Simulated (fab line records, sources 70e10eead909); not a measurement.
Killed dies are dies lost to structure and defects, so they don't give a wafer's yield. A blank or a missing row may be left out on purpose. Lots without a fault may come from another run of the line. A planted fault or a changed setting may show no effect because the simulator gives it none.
Which tool did it? | flow nand_harc | 24 lots, 72 wafers sampled, at 6 steps of a route of 1159

WHAT THE GAUGES READ, wafer by wafer
The record holds no reading of a measuring or inspecting step that can be judged against a usual standard deviation.

WHICH TOOL RAN EACH LOT (tool, then ch and the chambers of the sampled wafers, then the start)
lot  | NHARC_A_STAIRCASE_STRIP_175          | NHARC_A_STAIRCASE_ETCH_190                    | NHARC_A_STAIRCASE_ETCH_197                    | NHARC_A_STAIRCASE_TRIM_220         | NHARC_A_STAIRCASE_TRIM_226     | NHARC_A_STAIRCASE_ETCH_230
L075 | plasma_asher-02 ch 0,1, day 11 06:20 | rie_diel-13 ch 0,1,2, day 11 09:16 or earlier | rie_diel-04 ch 0,2,3, day 11 09:16            | rie_diel-04 ch 0,1, day 11 11:50   | rie_diel-04 ch 1,3, no start   | rie_diel-13 ch 2,3, no start
L074 | plasma_asher-02 ch 0,1, day 11 06:42 | rie_diel-13 ch 0,2,3, day 11 13:38 or earlier | rie_diel-08 ch 0,1,3, day 11 13:38 or earlier | rie_diel-13 ch 0,2,3, day 11 13:38 | rie_diel-13 ch 1,2,3, no start | rie_diel-08 ch 0,1,3, no start
L076 | plasma_asher-02 ch 1, day 11 15:52   | rie_diel-13 ch 0,1,3, day 11 21:15 or earlier | rie_diel-13 ch 0,3, day 11 21:15 or earlier   | rie_diel-04 ch 0,2, day 11 21:15   | rie_diel-04 ch 0,1,3, no start | rie_diel-04 ch 0,3, no start
L077 | plasma_asher-02 ch 0,1, day 11 17:26 | rie_diel-08 ch 0,1,3, day 11 22:48 or earlier | rie_diel-13 ch 1,2, day 11 22:48 or earlier   | rie_diel-13 ch 2,3, day 11 22:48   | rie_diel-13 ch 1,2, no start   | rie_diel-08 ch 0,1,3, no start
L078 | plasma_asher-02 ch 0,1, day 11 23:55 | rie_diel-08 ch 0,1,3, day 12 07:36 or earlier | rie_diel-04 ch 1,2, day 12 07:36 or earlier   | rie_diel-04 ch 0,1, day 12 07:36   | rie_diel-04 ch 0,1,3, no start | rie_diel-13 ch 0,3, no start
L081 | plasma_asher-02 ch 0,1, day 12 12:19 | rie_diel-04 ch 0,1,3, day 12 18:44 or earlier | rie_diel-04 ch 1,3, day 12 18:44 or earlier   | rie_diel-04 ch 0,3, day 12 18:44   | rie_diel-04 ch 2,3, no start   | rie_diel-04 ch 0,2,3, no start
L080 | plasma_asher-02 ch 0,1, day 12 13:50 | rie_diel-08 ch 0,3, day 12 23:32 or earlier   | rie_diel-08 ch 0,1,3, day 12 23:32 or earlier | rie_diel-04 ch 0,1, day 12 23:32   | rie_diel-04 ch 1,2,3, no start | rie_diel-08 ch 0,1, no start
L084 | plasma_asher-01 ch 0,1, day 12 21:18 | rie_diel-04 ch 0,1, day 13 04:40 or earlier   | rie_diel-13 ch 0,1,3, day 13 04:40 or earlier | rie_diel-08 ch 0,3, day 13 04:40   | rie_diel-08 ch 1,3, no start   | rie_diel-13 ch 1,2,3, no start
L082 | plasma_asher-02 ch 0,1, day 12 21:22 | rie_diel-13 ch 0,1,3, day 13 05:22 or earlier | rie_diel-13 ch 0,1,3, day 13 05:22 or earlier | rie_diel-08 ch 1,3, day 13 05:22   | rie_diel-08 ch 0,1,3, no start | rie_diel-08 ch 0,1,3, no start
L083 | plasma_asher-02 ch 0,1, day 13 02:55 | rie_diel-08 ch 0,1, day 13 10:16 or earlier   | rie_diel-13 ch 0,1,2, day 13 10:16 or earlier | rie_diel-13 ch 0,2,3, day 13 10:16 | rie_diel-13 ch 2,3, no start   | rie_diel-04 ch 0,2, no start
L079 | plasma_asher-01 ch 0,1, day 13 03:46 | rie_diel-13 ch 1,3, day 13 10:37 or earlier   | rie_diel-13 ch 1,2,3, day 13 10:37 or earlier | rie_diel-13 ch 0,3, day 13 10:37   | rie_diel-13 ch 1,3, no start   | rie_diel-04 ch 0,1, no start
L086 | plasma_asher-01 ch 0,1, day 13 18:28 | rie_diel-04 ch 0,1,3, day 14 03:47 or earlier | rie_diel-04 ch 0,1,3, day 14 03:47 or earlier | rie_diel-04 ch 0,1,2, day 14 03:47 | rie_diel-04 ch 1,2,3, no start | rie_diel-13 ch 0,2,3, no start
L088 | plasma_asher-02 ch 0,1, day 13 18:49 | rie_diel-13 ch 0,2,3, day 14 01:16 or earlier | rie_diel-13 ch 0,1,2, day 14 01:16 or earlier | rie_diel-13 ch 0,1,2, day 14 01:16 | rie_diel-13 ch 0,1,3, no start | rie_diel-04 ch 0,1,2, no start
L087 | plasma_asher-02 ch 0,1, day 14 02:32 | rie_diel-13 ch 0,2,3, day 14 09:21 or earlier | rie_diel-04 ch 0,1,2, day 14 09:21 or earlier | rie_diel-04 ch 0,1,3, day 14 09:21 | rie_diel-04 ch 1,2,3, no start | rie_diel-04 ch 0,1,3, no start
L085 | plasma_asher-02 ch 0,1, day 14 03:13 | rie_diel-08 ch 0,1, day 14 09:44 or earlier   | rie_diel-08 ch 0,3, day 14 09:44 or earlier   | rie_diel-08 ch 0,1, day 14 09:44   | rie_diel-08 ch 0,1,3, no start | rie_diel-08 ch 0,3, no start
L089 | plasma_asher-02 ch 0,1, day 14 16:44 | rie_diel-04 ch 0,2, day 14 23:03 or earlier   | rie_diel-04 ch 1,2, day 14 23:03 or earlier   | rie_diel-04 ch 0,1, day 14 23:03   | rie_diel-04 ch 0,3, no start   | rie_diel-08 ch 0,1,3, no start
L091 | plasma_asher-02 ch 0,1, day 14 21:31 | rie_diel-13 ch 0,1,2, day 15 03:01 or earlier | rie_diel-04 ch 0,1,2, day 15 03:01 or earlier | rie_diel-04 ch 0,1, day 15 03:01   | rie_diel-04 ch 0,2,3, no start | rie_diel-04 ch 0,1,2, no start
L090 | plasma_asher-01 ch 0,1, day 14 23:39 | rie_diel-13 ch 1,2, day 15 04:56 or earlier   | rie_diel-08 ch 0,2, day 15 04:56 or earlier   | rie_diel-13 ch 0,2,3, day 15 04:56 | rie_diel-13 ch 1,3, no start   | rie_diel-13 ch 0,2,3, no start
L093 | plasma_asher-01 ch 0,1, day 15 05:55 | rie_diel-13 ch 0,1,2, day 15 12:32 or earlier | rie_diel-13 ch 1,2,3, day 15 12:32 or earlier | rie_diel-13 ch 0,2,3, day 15 12:32 | rie_diel-13 ch 0,2,3, no start | rie_diel-13 ch 0,1,3, no start
L092 | plasma_asher-02 ch 0,1, day 15 06:29 | rie_diel-04 ch 1,2, day 15 12:05 or earlier   | rie_diel-04 ch 0,1, day 15 12:05 or earlier   | rie_diel-08 ch 0,1, day 15 12:05   | rie_diel-08 ch 0,1,3, no start | rie_diel-08 ch 1,2,3, no start
L094 | plasma_asher-02 ch 0,1, day 15 16:41 | rie_diel-13 ch 1,2,3, day 15 23:51 or earlier | rie_diel-04 ch 0,1, day 15 23:51 or earlier   | rie_diel-04 ch 2,3, day 15 23:51   | rie_diel-04 ch 1,2,3, no start | rie_diel-04 ch 0,2,3, no start
L095 | plasma_asher-01 ch 0,1, day 15 17:19 | rie_diel-08 ch 0,1, day 15 23:48 or earlier   | rie_diel-13 ch 0,1,2, day 15 23:48 or earlier | rie_diel-13 ch 0,1,2, day 15 23:48 | rie_diel-13 ch 0,1,3, no start | rie_diel-13 ch 1,2, no start
L096 | plasma_asher-01 ch 0,1, day 16 14:41 | rie_diel-08 ch 0,2,3, day 16 19:45 or earlier | rie_diel-08 ch 0,1,3, day 16 19:45 or earlier | rie_diel-08 ch 1,2,3, day 16 19:45 | rie_diel-08 ch 0,2,3, no start | rie_diel-04 ch 0,2,3, no start
L097 | plasma_asher-02 ch 0,1, day 17 02:04 | rie_diel-04 ch 1,3, day 17 08:48 or earlier   | rie_diel-04 ch 0,3, day 17 08:48 or earlier   | rie_diel-04 ch 1,2, day 17 08:48   | rie_diel-04 ch 0,1,2, no start | rie_diel-04 ch 0,1,3, no start
- NHARC_A_STAIRCASE_STRIP_175: strips in O2.
- NHARC_A_STAIRCASE_ETCH_190: etches the open film in C4F8/O2, target depth 100 nm, time 40.5 s.
- NHARC_A_STAIRCASE_ETCH_197: etches the open film in C4F8/O2, target depth 100 nm, time 40.5 s.
- NHARC_A_STAIRCASE_TRIM_220: chemistry O2, time 211.2 s.
- NHARC_A_STAIRCASE_TRIM_226: chemistry O2, time 211.2 s.
- NHARC_A_STAIRCASE_ETCH_230: etches the open film in C4F8/O2, target depth 100 nm, time 40.5 s.

WHAT THE TOOLS THEMSELVES READ (means of the sampled wafers that have a number; where no wafer has one, the mark that the record gives instead)
NHARC_A_STAIRCASE_STRIP_175. Usual: drypump_motor_current_A 5.40 A, standard deviation 0.097; heater_power_w 314 W, standard deviation 12.
lot  | tool            | drypump_motor_current_A (A) | heater_power_w (W) | flag
L075 | plasma_asher-02 | 5.33                        | 307                |
L074 | plasma_asher-02 | 5.35                        | 304                |
L076 | plasma_asher-02 | 5.42                        | 302                |
L077 | plasma_asher-02 | 5.34                        | 305                |
L078 | plasma_asher-02 | 5.33                        | 306                |
L081 | plasma_asher-02 | 5.34                        | 307                |
L080 | plasma_asher-02 | 5.37                        | 309                |
L084 | plasma_asher-01 | 5.47                        | 329                |
L082 | plasma_asher-02 | 5.34                        | 305                |
L083 | plasma_asher-02 | 5.39                        | 303                |
L079 | plasma_asher-01 | 5.47                        | 333                |
L086 | plasma_asher-01 | 5.49                        | 334                |
L088 | plasma_asher-02 | 5.36                        | 305                |
L087 | plasma_asher-02 | 5.37                        | 310                |
L085 | plasma_asher-02 | 5.32                        | 308                |
L089 | plasma_asher-02 | 5.34                        | 311                |
L091 | plasma_asher-02 | 5.34                        | 309                |
L090 | plasma_asher-01 | 5.50                        | 332                |
L093 | plasma_asher-01 | 5.50                        | 330                |
L092 | plasma_asher-02 | 5.37                        | 307                |
L094 | plasma_asher-02 | 5.34                        | 308                |
L095 | plasma_asher-01 | 5.52                        | 329                |
L096 | plasma_asher-01 | 5.47                        | 330                |
L097 | plasma_asher-02 | 5.36                        | 326                |

NHARC_A_STAIRCASE_ETCH_190. Usual: oes_product_au 0.939 a.u., standard deviation 0.011; rf_vpp_V 895 V, standard deviation 4.5.
lot  | tool        | oes_product_au (a.u.) | rf_vpp_V (V) | flag
L075 | rie_diel-13 | 0.934                 | 896          |
L074 | rie_diel-13 | 0.928                 | 895          |
L076 | rie_diel-13 | 0.942                 | 893          |
L077 | rie_diel-08 | 0.935                 | 893          |
L078 | rie_diel-08 | 0.935                 | 893          |
L081 | rie_diel-04 | 0.946                 | 900          |
L080 | rie_diel-08 | 0.926                 | 897          |
L084 | rie_diel-04 | 0.938                 | 901          |
L082 | rie_diel-13 | 0.926                 | 892          |
L083 | rie_diel-08 | 0.922                 | 895          |
L079 | rie_diel-13 | 0.938                 | 894          |
L086 | rie_diel-04 | 0.936                 | 900          |
L088 | rie_diel-13 | 0.934                 | 895          |
L087 | rie_diel-13 | 0.945                 | 895          |
L085 | rie_diel-08 | 0.948                 | 891          |
L089 | rie_diel-04 | 0.932                 | 894          |
L091 | rie_diel-13 | 0.933                 | 895          |
L090 | rie_diel-13 | 0.952                 | 898          |
L093 | rie_diel-13 | 0.950                 | 894          |
L092 | rie_diel-04 | 0.943                 | 894          |
L094 | rie_diel-13 | 0.944                 | 895          |
L095 | rie_diel-08 | 0.943                 | 890          |
L096 | rie_diel-08 | 0.957                 | 896          |
L097 | rie_diel-04 | 0.927                 | 901          |

NHARC_A_STAIRCASE_ETCH_197. Usual: oes_product_au 0.946 a.u., standard deviation 0.021; rf_vpp_V 896 V, standard deviation 4.6.
lot  | tool        | oes_product_au (a.u.) | rf_vpp_V (V) | flag
L075 | rie_diel-04 | 0.996                 | 897          |
L074 | rie_diel-08 | 0.955                 | 894          |
L076 | rie_diel-13 | 0.950                 | 892          |
L077 | rie_diel-13 | 0.930                 | 896          |
L078 | rie_diel-04 | 0.964                 | 895          |
L081 | rie_diel-04 | 0.926                 | 902          |
L080 | rie_diel-08 | 0.930                 | 894          |
L084 | rie_diel-13 | 0.954                 | 893          |
L082 | rie_diel-13 | 0.930                 | 892          |
L083 | rie_diel-13 | 0.931                 | 894          |
L079 | rie_diel-13 | 0.933                 | 895          |
L086 | rie_diel-04 | 0.918                 | 901          |
L088 | rie_diel-13 | 0.943                 | 894          |
L087 | rie_diel-04 | 0.963                 | 896          |
L085 | rie_diel-08 | 0.929                 | 896          |
L089 | rie_diel-04 | 0.938                 | 897          |
L091 | rie_diel-04 | 0.962                 | 897          |
L090 | rie_diel-08 | 0.968                 | 897          |
L093 | rie_diel-13 | 0.943                 | 895          |
L092 | rie_diel-04 | 0.941                 | 899          |
L094 | rie_diel-04 | 0.965                 | 900          |
L095 | rie_diel-13 | 0.968                 | 895          |
L096 | rie_diel-08 | 0.949                 | 893          |
L097 | rie_diel-04 | 0.919                 | 898          |

NHARC_A_STAIRCASE_TRIM_220. Usual: drypump_motor_current_A 5.8 A, standard deviation 0.34; oes_product_au 0.997 a.u., standard deviation 0.0091; rf_vpp_V 57.7 V, standard deviation 0.93; showerhead_plenum_p_Torr 3.52 Torr, standard deviation 0.12; throttle_valve_pct 17.038 %, standard deviation 0.009.
lot  | tool        | drypump_motor_current_A (A) | oes_product_au (a.u.) | rf_vpp_V (V) | showerhead_plenum_p_Torr (Torr) | throttle_valve_pct (%) | flag
L075 | rie_diel-04 | 5.9                         | 0.995                 | 57.8         | 3.62                            | 17.040                 |
L074 | rie_diel-13 | 5.6                         | 1.000                 | 57.5         | 3.50                            | 17.031                 |
L076 | rie_diel-04 | 5.9                         | 0.989                 | 57.8         | 3.50                            | 17.037                 |
L077 | rie_diel-13 | 5.6                         | 1.007                 | 57.8         | 3.52                            | 17.030                 |
L078 | rie_diel-04 | 5.7                         | 0.988                 | 58.2         | 3.66                            | 17.041                 |
L081 | rie_diel-04 | 6.1                         | 0.985                 | 57.9         | 3.59                            | 17.038                 |
L080 | rie_diel-04 | 5.9                         | 0.997                 | 56.9         | 3.61                            | 17.042                 |
L084 | rie_diel-08 | 6.0                         | 0.991                 | 57.6         | 3.50                            | 17.038                 |
L082 | rie_diel-08 | 6.1                         | 0.999                 | 58.0         | 3.38                            | 17.036                 |
L083 | rie_diel-13 | 5.6                         | 1.000                 | 56.8         | 3.49                            | 17.037                 |
L079 | rie_diel-13 | 5.5                         | 0.992                 | 57.1         | 3.40                            | 17.041                 |
L086 | rie_diel-04 | 5.7                         | 0.996                 | 58.8         | 3.54                            | 17.047                 |
L088 | rie_diel-13 | 5.5                         | 1.001                 | 57.3         | 3.49                            | 17.046                 |
L087 | rie_diel-04 | 5.9                         | 1.002                 | 58.7         | 3.63                            | 17.033                 |
L085 | rie_diel-08 | 6.2                         | 1.002                 | 57.8         | 3.48                            | 17.033                 |
L089 | rie_diel-04 | 5.9                         | 0.996                 | 58.0         | 3.60                            | 17.046                 |
L091 | rie_diel-04 | 5.9                         | 0.992                 | 57.6         | 3.60                            | 17.046                 |
L090 | rie_diel-13 | 5.6                         | 0.999                 | 57.5         | 3.48                            | 17.045                 |
L093 | rie_diel-13 | 5.6                         | 0.997                 | 57.6         | 3.48                            | 17.043                 |
L092 | rie_diel-08 | 6.2                         | 1.011                 | 57.3         | 3.40                            | 17.035                 |
L094 | rie_diel-04 | 5.6                         | 1.000                 | 57.3         | 3.45                            | 17.036                 |
L095 | rie_diel-13 | 5.4                         | 1.000                 | 57.3         | 3.48                            | 17.029                 |
L096 | rie_diel-08 | 5.8                         | 1.010                 | 57.7         | 3.46                            | 17.033                 |
L097 | rie_diel-04 | 5.4                         | 0.991                 | 57.2         | 3.46                            | 17.033                 |

NHARC_A_STAIRCASE_TRIM_226. Usual: drypump_motor_current_A 5.8 A, standard deviation 0.35; oes_product_au 0.998 a.u., standard deviation 0.011; rf_vpp_V 57.7 V, standard deviation 0.9; showerhead_plenum_p_Torr 3.51 Torr, standard deviation 0.13; throttle_valve_pct 17.037 %, standard deviation 0.0086.
lot  | tool        | drypump_motor_current_A (A) | oes_product_au (a.u.) | rf_vpp_V (V) | showerhead_plenum_p_Torr (Torr) | throttle_valve_pct (%) | flag
L075 | rie_diel-04 | 5.9                         | 0.994                 | 58.1         | 3.68                            | 17.032                 |
L074 | rie_diel-13 | 5.5                         | 1.003                 | 57.5         | 3.53                            | 17.031                 |
L076 | rie_diel-04 | 5.9                         | 0.990                 | 58.3         | 3.65                            | 17.037                 |
L077 | rie_diel-13 | 5.5                         | 1.013                 | 57.8         | 3.59                            | 17.034                 |
L078 | rie_diel-04 | 5.9                         | 0.993                 | 58.4         | 3.65                            | 17.038                 |
L081 | rie_diel-04 | 5.9                         | 0.986                 | 58.2         | 3.56                            | 17.036                 |
L080 | rie_diel-04 | 5.7                         | 0.984                 | 58.1         | 3.58                            | 17.031                 |
L084 | rie_diel-08 | 6.1                         | 0.998                 | 57.7         | 3.38                            | 17.046                 |
L082 | rie_diel-08 | 6.1                         | 1.004                 | 58.0         | 3.45                            | 17.050                 |
L083 | rie_diel-13 | 5.6                         | 0.993                 | 58.0         | 3.52                            | 17.040                 |
L079 | rie_diel-13 | 5.3                         | 1.000                 | 56.9         | 3.46                            | 17.034                 |
L086 | rie_diel-04 | 5.7                         | 1.000                 | 57.0         | 3.57                            | 17.039                 |
L088 | rie_diel-13 | 5.4                         | 1.001                 | 57.2         | 3.42                            | 17.033                 |
L087 | rie_diel-04 | 5.7                         | 0.998                 | 58.2         | 3.57                            | 17.035                 |
L085 | rie_diel-08 | 6.1                         | 1.005                 | 57.6         | 3.45                            | 17.038                 |
L089 | rie_diel-04 | 6.1                         | 0.983                 | 58.1         | 3.62                            | 17.041                 |
L091 | rie_diel-04 | 5.8                         | 0.981                 | 57.6         | 3.52                            | 17.035                 |
L090 | rie_diel-13 | 5.3                         | 1.001                 | 58.4         | 3.45                            | 17.042                 |
L093 | rie_diel-13 | 5.6                         | 0.994                 | 57.5         | 3.48                            | 17.039                 |
L092 | rie_diel-08 | 6.1                         | 1.008                 | 58.4         | 3.44                            | 17.026                 |
L094 | rie_diel-04 | 5.7                         | 0.995                 | 57.6         | 3.56                            | 17.033                 |
L095 | rie_diel-13 | 5.5                         | 1.005                 | 57.5         | 3.41                            | 17.037                 |
L096 | rie_diel-08 | 5.9                         | 0.999                 | 57.1         | 3.53                            | 17.030                 |
L097 | rie_diel-04 | 5.7                         | 0.993                 | 57.6         | 3.52                            | 17.034                 |

NHARC_A_STAIRCASE_ETCH_230. Usual: oes_product_au 0.938 a.u., standard deviation 0.014; rf_vpp_V 895 V, standard deviation 4.4.
lot  | tool        | oes_product_au (a.u.) | rf_vpp_V (V) | flag
L075 | rie_diel-13 | 0.933                 | 895          |
L074 | rie_diel-08 | 0.946                 | 893          |
L076 | rie_diel-04 | 0.931                 | 899          |
L077 | rie_diel-08 | 0.961                 | 894          |
L078 | rie_diel-13 | 0.931                 | 893          |
L081 | rie_diel-04 | 0.938                 | 897          |
L080 | rie_diel-08 | 0.935                 | 892          |
L084 | rie_diel-13 | 0.945                 | 896          |
L082 | rie_diel-08 | 0.925                 | 892          |
L083 | rie_diel-04 | 0.946                 | 893          |
L079 | rie_diel-04 | 0.936                 | 899          |
L086 | rie_diel-13 | 0.925                 | 895          |
L088 | rie_diel-04 | 0.964                 | 896          |
L087 | rie_diel-04 | 0.943                 | 899          |
L085 | rie_diel-08 | 0.944                 | 897          |
L089 | rie_diel-08 | 0.931                 | 893          |
L091 | rie_diel-04 | 0.942                 | 896          |
L090 | rie_diel-13 | 0.946                 | 894          |
L093 | rie_diel-13 | 0.946                 | 893          |
L092 | rie_diel-08 | 0.947                 | 893          |
L094 | rie_diel-04 | 0.919                 | 896          |
L095 | rie_diel-13 | 0.940                 | 896          |
L096 | rie_diel-04 | 0.914                 | 896          |
L097 | rie_diel-04 | 0.925                 | 899          |

THE ANSWER, worked out from the rows above alone
Rule: a lot is off if the mean of its wafers that have a number lies more than 3 standard deviations from the usual mean. A lot without any number at a reading at which 4 lots or more have one is off too. The other lots that the step has rows for count as sound. The gauges are gone through in route order, then the tools' own readings, and for those a lot's mean is taken as printed above. The first step at which some lot is off is used, and at that step the reading that is off furthest; a lot without a number counts as furthest.
No lot is off at any reading shown: from this, nothing can be told.

WHAT THE SIMULATOR HAD PUT IN
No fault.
